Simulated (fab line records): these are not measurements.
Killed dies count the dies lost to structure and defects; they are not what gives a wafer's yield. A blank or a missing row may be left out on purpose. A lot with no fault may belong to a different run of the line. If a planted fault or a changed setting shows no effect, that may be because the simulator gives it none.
Problem report in the 8D (eight disciplines) form, filled by code || flow n5_finfet || the parts of the form that need people (team, actions taken, sign-off) are left out

## 1. PROBLEM STATEMENT
spin_speed_rpm at N5_BEOL_M3_COAT_76 reads a mean of 1549.5 rpm on 6 wafers of 2 lots; wafers without a fault read 1500.1 rpm with a standard deviation of 0.84. Relative to the usual mean, that is a shift of +59 standard deviations.
The step: time 60 s, resist thk 5 nm.
First observed at day 11 05:53: wafer L626.2, on litho_track-02. The record has a number at this step for 12 wafers belonging to 4 lots. Rule for "out" (also "out of limits"): further than 4 standard deviations from the usual mean. Any other wafer with a number is counted as sound.

## 2. WHAT IT IS; WHAT IT IS NOT
{"question": "which readings at this step", "is": "spin_speed_rpm", "is not": "-"}
{"question": "which lots", "is": "L626, L629", "is not": "L612, L633"}
{"question": "which wafers of those lots", "is": "all that have a number", "is not": "-"}
{"question": "read on which tools", "is": "litho_track-02", "is not": "litho_track-03"}
{"question": "when", "is": "from day 11 05:53", "is not": "up to then (3 sound wafers); but 3 sound wafers of L633 came after"}

## 3. SUSPECTS, AND WHAT RULES EACH OUT
Counting: any tool at a process step up to the reading is kept as a suspect provided that every lot that is out went through it and no sound lot did after the first of them.
- litho_track-02 at N5_BEOL_M3_COAT_76 (time 60 s, resist thk 5 nm): kept. It ran every lot that is out, first L626 (day 11 05:53), and no sound lot after that; its last sound lot up to then is L612 (day 6 23:23). Its own spin_speed_rpm readings are out on those wafers.
Left after counting: litho_track-02 at N5_BEOL_M3_COAT_76.

## 4. THE CAUSE (what the simulator had put in)
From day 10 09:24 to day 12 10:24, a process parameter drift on litho_track-02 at N5_BEOL_M3_COAT_76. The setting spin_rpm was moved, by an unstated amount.
Counting left only this tool.

## 5. SEQUENCE OF EFFECTS, ordered by route
One row per reading whose mean, taken over the struck wafers that have a number, lies over 3 standard deviations from the usual. Only readings for which the record gives a usual standard deviation are gone through. hours: the time from each lot's start at the first step in this table that gives one to its start at this step, as a median over the lots. sigmas: the change in usual standard deviations.
{"hours": 0, "step": "N5_BEOL_M3_COAT_76", "reading": "spin_speed_rpm", "usual": "1500.1 rpm", "on struck wafers": 1549.5, "change": "+49.4", "sigmas": "+59"}
Here are the process steps it includes:
- N5_BEOL_M3_COAT_76: time 60 s, resist thk 5 nm.
Later steps that measure or inspect, where all struck wafers having a row at the step show a number for every such reading and not one has moved that far: N5_BEOL_M4_RC_MEAS_101.

## 6. WHAT WOULD HAVE CAUGHT IT SOONER
20 hours passed between the start of the fault at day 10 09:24 and the first reading out of limits in this record, taken at day 11 05:53.
